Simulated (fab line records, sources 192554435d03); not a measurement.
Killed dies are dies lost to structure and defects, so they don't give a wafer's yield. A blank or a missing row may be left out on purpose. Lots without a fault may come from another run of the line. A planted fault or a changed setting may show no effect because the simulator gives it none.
fab line records | flow n5_finfet | part 2 of 2: steps 20 to 32 of 32
record lots=5 wafers=15 last_day=18
route steps=1938 shown HKMG_FIN@401
lots that met no fault: from a run of the same line without faults
start_h: hours from the record's first day to the start of the lot's first wafer shown | wait_h: hours since the lot's step before | " the same as in the row above | L1.1+2: a row that stands for several wafers | - no value, or no start given | * or withheld: withheld | < > ~ a bound
route shown NAME@n: a module of which the file shows steps, and the number in the route of the first | usual: mean/standard deviation of fault-free wafers | same: alike in all rows | chamber/n: place in a boat | sites: the reading at each site | _std_site: their standard deviation | _edge_site: outer sites' mean less inner sites' | radius_mm: how far each site lies from the wafer's centre | mask NAME#n: copy n | behind: the tool/chamber that last shaped the wafer | hold: why the lot was held/for how many hours/how that ended | device: the transistor (n, p or np) that didn't switch | end of line: the same wafers' tests at the end of the route | a step without rows: its recipe alone | killed: dies lost to structure and defects at the first sort, not the wafer's yield | map: a wafer's dies, x killed, . not, _ none there
set.NAME: the setting as run; set.NAME@STEP: as run at that earlier step | model.NAME: the simulator's own value behind a step, which no gauge read
lots at some steps of the route; a table a step, a row a wafer
services: from which hour (start_h, from the record's first day; less than 0 if before it) a tool's chamber was out of use, for how many hours, and why
## steps
# step N5_HKMG_FIN_THK_MEAS_70
# recipe thk_meas_gauge=xrf reads=HfO2_of_HKMG_FIN_HK_ALD_01
# usual HK_THK=1.582/0.024
# columns lot.wafer tool chamber start_h wait_h HK_THK[nm]
L077.1 film_metro-02 - 94.86 0.2 1.596
L077.2 " - " " 1.578
L077.3 " - " " 1.640
L080.1 film_metro-02 - 113.26 0.2 1.590
L080.3 " - " " 1.537
L080.6 " - " " 1.549
L082.2 film_metro-01 - 125.30 0.2 1.599
L082.3 " - " " 1.590
L082.5 " - " " 1.568
L088.1 film_metro-01 - 163.17 0.2 1.593
L088.2 " - " " 1.554
L088.6 " - " " 1.576
L093.1 film_metro-01 - 193.03 0.2 1.590
L093.3 " - " " 1.572
L093.5 " - " " 1.570
# step N5_HKMG_FIN_PWFM_ALD_03
# recipe material=TiN target_thk_a=20 temp_c=400 ald_precursor_family=TiCl4 ald_co_reactant=NH3 pulse_time_s=1 purge_time_s=3 co_reactant_purge_time_s=2 co_reactant_pulse_time_s=2 ald_cycles=91 pressure_torr=3
# usual heater_power_w=858/160 precursor_pulse_height_rel=1.000/0.02
# columns lot.wafer tool chamber start_h wait_h heater_power_w precursor_pulse_height_rel
L077.1 ald_metal-02 2 94.90 0.0 985 1.022
L077.2 " 0 " " 1027 0.988
L077.3 " 1 " " 643 1.026
L080.1 ald_metal-02 1 113.29 0.0 641 0.995
L080.3 " 0 " " 997 1.013
L080.6 " 0 " " 984 1.006
L082.2 ald_metal-02 2 125.34 0.0 1000 1.004
L082.3 " 3 " " 673 1.028
L082.5 " 1 " " 653 0.994
L088.1 ald_metal-03 1 163.21 0.0 1053 0.967
L088.2 " 2 " " 966 0.982
L088.6 " 3 " " 791 0.970
L093.1 ald_metal-02 2 193.07 0.0 1015 1.043
L093.3 " 1 " " 630 1.000
L093.5 " 0 " " 1010 0.967
# step N5_HKMG_FIN_COAT_29
# recipe resist=SOC temp_c=250 time_s=60 spin_rpm=1500 resist_thk_nm=300
# columns lot.wafer tool chamber start_h wait_h
L077.1+2+3 litho_track-01 0 95.37 0.2
L080.1+3+6 litho_track-01 0 113.76 0.2
L082.2+3+5 litho_track-01 0 125.81 0.2
L088.1+2+6 litho_track-05 0 163.68 0.2
L093.1+3+5 litho_track-05 0 193.54 0.2
# step N5_HKMG_FIN_COAT_30
# recipe resist=SiARC temp_c=220 time_s=60 spin_rpm=1500 resist_thk_nm=35
# columns lot.wafer tool chamber start_h wait_h
L077.1+2+3 litho_track-01 0 - -
L080.1+3+6 litho_track-01 0 - -
L082.2+3+5 litho_track-01 0 - -
L088.1+2+6 litho_track-05 0 - -
L093.1+3+5 litho_track-05 0 - -
# step N5_HKMG_FIN_COAT_06
# recipe resist=CAR-ArF spin_rpm=1500 resist_thk_nm=90
# columns lot.wafer tool chamber start_h wait_h
L077.1+2+3 litho_track-01 0 - -
L080.1+3+6 litho_track-01 0 - -
L082.2+3+5 litho_track-01 0 - -
L088.1+2+6 litho_track-05 0 - -
L093.1+3+5 litho_track-05 0 - -
# step N5_HKMG_FIN_EBR_08
# recipe solvent=PGMEA ebr_width_mm=1.5
# columns lot.wafer tool chamber start_h wait_h
L077.1+2+3 litho_track-01 0 - -
L080.1+3+6 litho_track-01 0 - -
L082.2+3+5 litho_track-01 0 - -
L088.1+2+6 litho_track-05 0 - -
L093.1+3+5 litho_track-05 0 - -
# step N5_HKMG_FIN_SOFTBAKE_07
# recipe temp_c=110 time_s=60 resist=CAR-ArF
# columns lot.wafer tool chamber start_h wait_h
L077.1+2+3 litho_track-01 0 - -
L080.1+3+6 litho_track-01 0 - -
L082.2+3+5 litho_track-01 0 - -
L088.1+2+6 litho_track-05 0 - -
L093.1+3+5 litho_track-05 0 - -
# step N5_HKMG_FIN_EXPOSE_09
# recipe mask_id=NWFM na=1.35 source_shape=conventional sigma_outer=0.8 polarization=unpolarized dose_mj=39.25
# same na=1.35
# columns lot.wafer tool chamber start_h wait_h mask
L077.1+2+3 arfi_scanner-03 0 95.61 - NWFM#0
L080.1+3+6 arfi_scanner-03 0 114.01 - NWFM#0
L082.2+3+5 arfi_scanner-01 0 126.06 - NWFM#0
L088.1+2+6 arfi_scanner-03 0 163.92 - NWFM#0
L093.1+3+5 arfi_scanner-01 0 193.65 - NWFM#0
# step N5_HKMG_FIN_PEB_10
# recipe peb_temp_c=withheld peb_time_s=60 resist=CAR-ArF
# columns lot.wafer tool chamber start_h wait_h
L077.1+2+3 litho_track-01 0 95.67 0.1
L080.1+3+6 litho_track-05 0 114.06 0.1
L082.2+3+5 litho_track-02 0 126.11 0.0
L088.1+2+6 litho_track-01 0 163.98 0.1
L093.1+3+5 litho_track-02 0 193.71 0.1
# step N5_HKMG_FIN_DEVELOP_11
# recipe develop_time_s=30 developer=TMAH resist=CAR-ArF dev_temp_c=23 rinse_liquid=diw dry=air_spin
# columns lot.wafer tool chamber start_h wait_h
L077.1+2+3 litho_track-01 0 - -
L080.1+3+6 litho_track-05 0 - -
L082.2+3+5 litho_track-02 0 - -
L088.1+2+6 litho_track-01 0 - -
L093.1+3+5 litho_track-02 0 - -
# step N5_HKMG_FIN_CD_MEAS_12
# recipe target_cd_nm=92.8 landing_energy_ev=500 detector=se_inlens
# usual cd_nm=92.6/0.67
# columns lot.wafer tool chamber start_h wait_h cd_nm
L077.1 cd_sem-03 0 95.74 - 92.8
L077.2 " 0 " " 92.6
L077.3 " 0 " " 93.7
L080.1 cd_sem-03 0 114.13 - 93.4
L080.3 " 0 " " 93.8
L080.6 " 0 " " 93.3
L082.2 cd_sem-03 0 126.18 - 92.6
L082.3 " 0 " " 92.4
L082.5 " 0 " " 92.2
L088.1 cd_sem-03 0 164.05 - 93.0
L088.2 " 0 " " 92.6
L088.6 " 0 " " 93.5
L093.1 cd_sem-02 0 193.78 - 91.6
L093.3 " 0 " " 92.3
L093.5 " 0 " " 91.8
# step N5_HKMG_FIN_OVL_MEAS_13
# recipe points_per_wafer=44
# usual NWFM_OVL=0.2/0.88
# columns lot.wafer tool chamber start_h wait_h NWFM_OVL[nm]
L077.1 overlay-02 0 95.77 0.0 0.5
L077.2 " 0 " " -0.3
L077.3 " 0 " " 0.2
L080.1 overlay-01 0 114.16 0.0 0.1
L080.3 " 0 " " -0.2
L080.6 " 0 " " 1.9
L082.2 overlay-01 0 126.21 0.0 1.2
L082.3 " 0 " " 2.3
L082.5 " 0 " " 1.4
L088.1 overlay-02 0 164.08 0.0 -1.1
L088.2 " 0 " " 0.9
L088.6 " 0 " " 1.5
L093.1 overlay-01 0 193.81 0.0 -0.2
L093.3 " 0 " " -0.7
L093.5 " 0 " " -0.6
# step N5_HKMG_FIN_INSPECT_14
# recipe mode=adi inspect_instrument=macro
# usual raw_defect_count=2.0/1.3
# columns lot.wafer tool chamber start_h wait_h raw_defect_count
L077.1 defect_inspect-02 - 95.79 0.0 1
L077.2 " - " " 1
L077.3 " - " " 1
L080.1 defect_inspect-02 - 114.18 0.0 2
L080.3 " - " " 2
L080.6 " - " " 1
L082.2 defect_inspect-01 - 126.23 0.0 2
L082.3 " - " " 1
L082.5 " - " " 2
L088.1 defect_inspect-02 - 164.10 0.0 0
L088.2 " - " " 3
L088.6 " - " " 3
L093.1 defect_inspect-01 - 193.83 0.0 1
L093.3 " - " " 2
L093.5 " - " " 2
## services
# columns tool chamber start_h hours kind
arfi_scanner-03 - 72.70 1.0 pm
rie_diel-01 1 76.89 - clean
rie_diel-01 1 76.89 - consumable_replace:focus_ring
rie_diel-01 1 76.89 - consumable_replace:showerhead
rie_diel-01 1 76.89 15.8 scheduled_down
rie_diel-01 1 76.89 15.8 vent_cycle
arfi_scanner-01 - 83.93 1.0 pm
litho_track-05 - 107.37 - consumable_replace:filter
ald_metal-01 0 109.66 17.9 repair
arfi_scanner-03 - 111.83 0.8 pm
arfi_scanner-01 - 128.22 0.3 repair
rie_diel-02 2 136.70 8.8 repair
wet_bench-02 - 142.20 4.6 repair
arfi_scanner-03 - 149.99 1.0 pm
arfi_scanner-03 - 152.13 4.9 pm
rie_diel-02 - 154.74 14.6 pm
arfi_scanner-03 - 158.82 1.3 pm
litho_track-05 - 163.52 - consumable_replace:filter
rie_diel-02 1 170.92 3.2 repair
arfi_scanner-01 - 179.23 1.3 pm
litho_track-01 - 184.10 - consumable_replace:filter
thermal_cvd_si-01 0 189.36 4.8 repair
wet_bench-02 - 190.14 9.7 repair
arfi_scanner-01 - 191.54 1.0 pm
